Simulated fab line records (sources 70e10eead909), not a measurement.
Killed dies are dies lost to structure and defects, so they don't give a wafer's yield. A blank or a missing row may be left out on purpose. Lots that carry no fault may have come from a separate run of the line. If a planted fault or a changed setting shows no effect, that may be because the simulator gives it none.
Chamber matching || flow nand-harc || rie-diel-10 running NHARC_A_BONDPAD_DESCUM_11: 4 sister chambers
The step chemistry O2, time 3 s. 16 wafers are shown with their chamber, then 8 later ones without.

## WAFERS, EACH WITH ITS CHAMBER
{"wafer": "L639.1", "chamber": 1, "drypump-motor-current-A (A)": 6.7, "oes-product-au (a.u.)": 0.999, "rf-vpp-V (V)": 58.7}
{"wafer": "L639.3", "chamber": 0, "drypump-motor-current-A (A)": 6.2, "oes-product-au (a.u.)": 1.007, "rf-vpp-V (V)": 57.7}
{"wafer": "L639.4", "chamber": 2, "drypump-motor-current-A (A)": 5.5, "oes-product-au (a.u.)": 0.988, "rf-vpp-V (V)": 56.9}
{"wafer": "L640.2", "chamber": 1, "drypump-motor-current-A (A)": 6.7, "oes-product-au (a.u.)": 0.997, "rf-vpp-V (V)": 59.0}
{"wafer": "L640.5", "chamber": 0, "drypump-motor-current-A (A)": 6.2, "oes-product-au (a.u.)": 1.011, "rf-vpp-V (V)": 57.1}
{"wafer": "L640.6", "chamber": 3, "drypump-motor-current-A (A)": 6.3, "oes-product-au (a.u.)": 0.995, "rf-vpp-V (V)": 56.6}
{"wafer": "L642.3", "chamber": 0, "drypump-motor-current-A (A)": 6.2, "oes-product-au (a.u.)": 1.023, "rf-vpp-V (V)": 56.5}
{"wafer": "L642.4", "chamber": 2, "drypump-motor-current-A (A)": 5.6, "oes-product-au (a.u.)": 0.995, "rf-vpp-V (V)": 57.1}
{"wafer": "L642.6", "chamber": 2, "drypump-motor-current-A (A)": 5.6, "oes-product-au (a.u.)": 0.985, "rf-vpp-V (V)": 58.3}
{"wafer": "L641.1", "chamber": 2, "drypump-motor-current-A (A)": 5.6, "oes-product-au (a.u.)": 0.989, "rf-vpp-V (V)": 57.4}
{"wafer": "L641.2", "chamber": 1, "drypump-motor-current-A (A)": 6.8, "oes-product-au (a.u.)": 0.996, "rf-vpp-V (V)": 59.1}
{"wafer": "L641.4", "chamber": 3, "drypump-motor-current-A (A)": 6.3, "oes-product-au (a.u.)": 0.999, "rf-vpp-V (V)": 57.8}
{"wafer": "L652.1", "chamber": 2, "drypump-motor-current-A (A)": 5.6, "oes-product-au (a.u.)": 1.021, "rf-vpp-V (V)": 55.9}
{"wafer": "L652.3", "chamber": 1, "drypump-motor-current-A (A)": 6.7, "oes-product-au (a.u.)": 0.993, "rf-vpp-V (V)": 58.8}
{"wafer": "L652.4", "chamber": 0, "drypump-motor-current-A (A)": 6.2, "oes-product-au (a.u.)": 1.019, "rf-vpp-V (V)": 59.3}
{"wafer": "L653.3", "chamber": 3, "drypump-motor-current-A (A)": 6.3, "oes-product-au (a.u.)": 0.988, "rf-vpp-V (V)": 57.9}

SIGNATURES (averages over the wafers above)
{"reading": "drypump-motor-current-A", "chamber 0": 6.200, "chamber 1": 6.725, "chamber 2": 5.580, "chamber 3": 6.300, "scatter within a chamber": 0.0359}
{"reading": "oes-product-au", "chamber 0": 1.01500, "chamber 1": 0.99625, "chamber 2": 0.99560, "chamber 3": 0.99400, "scatter within a chamber": 0.00957}
{"reading": "rf-vpp-V", "chamber 0": 57.650, "chamber 1": 58.900, "chamber 2": 57.120, "chamber 3": 57.433, "scatter within a chamber": 0.842}
Rule: a wafer's distance from a chamber is the root of the sum, over the readings, of the square of ((its reading less the chamber's mean) divided by the reading's scatter). The wafer belongs to the nearest chamber; if the next one is less than 2 further off, it can't be placed. How the scatter is found: for the shown wafers, subtract from each reading the mean of its chamber, square and add these, divide the total by (wafers less chambers), then take the root.

## WAFERS WHOSE CHAMBER IS MISSING
{"wafer": "L653.4", "drypump-motor-current-A (A)": 5.5, "oes-product-au (a.u.)": 1.018, "rf-vpp-V (V)": 57.3}
{"wafer": "L653.5", "drypump-motor-current-A (A)": 6.2, "oes-product-au (a.u.)": 1.005, "rf-vpp-V (V)": 58.9}
{"wafer": "L655.3", "drypump-motor-current-A (A)": 6.3, "oes-product-au (a.u.)": 1.001, "rf-vpp-V (V)": 60.0}
{"wafer": "L655.5", "drypump-motor-current-A (A)": 6.3, "oes-product-au (a.u.)": 0.998, "rf-vpp-V (V)": 58.4}
{"wafer": "L655.6", "drypump-motor-current-A (A)": 6.2, "oes-product-au (a.u.)": 1.003, "rf-vpp-V (V)": 59.3}
{"wafer": "L656.1", "drypump-motor-current-A (A)": 5.5, "oes-product-au (a.u.)": 1.009, "rf-vpp-V (V)": 56.9}
{"wafer": "L656.5", "drypump-motor-current-A (A)": 6.3, "oes-product-au (a.u.)": 1.013, "rf-vpp-V (V)": 57.7}
{"wafer": "L656.6", "drypump-motor-current-A (A)": 5.6, "oes-product-au (a.u.)": 1.002, "rf-vpp-V (V)": 57.4}

## WHICH CHAMBER EACH ONE RAN IN
{"wafer": "L653.4", "from the rows above": 2, "in truth": 2}
{"wafer": "L653.5", "from the rows above": "can't be placed: 0 or 3", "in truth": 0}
{"wafer": "L655.3", "from the rows above": "can't be placed: 3 or 0", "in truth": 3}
{"wafer": "L655.5", "from the rows above": 3, "in truth": 3}
{"wafer": "L655.6", "from the rows above": "can't be placed: 0 or 3", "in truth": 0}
{"wafer": "L656.1", "from the rows above": 2, "in truth": 2}
{"wafer": "L656.5", "from the rows above": "can't be placed: 3 or 0", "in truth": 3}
{"wafer": "L656.6", "from the rows above": 2, "in truth": 2}
Correct placement for 4 of the 8. Not placeable from these rows: 4 (in 4, the candidates include the true chamber). Placed wrongly: 0.
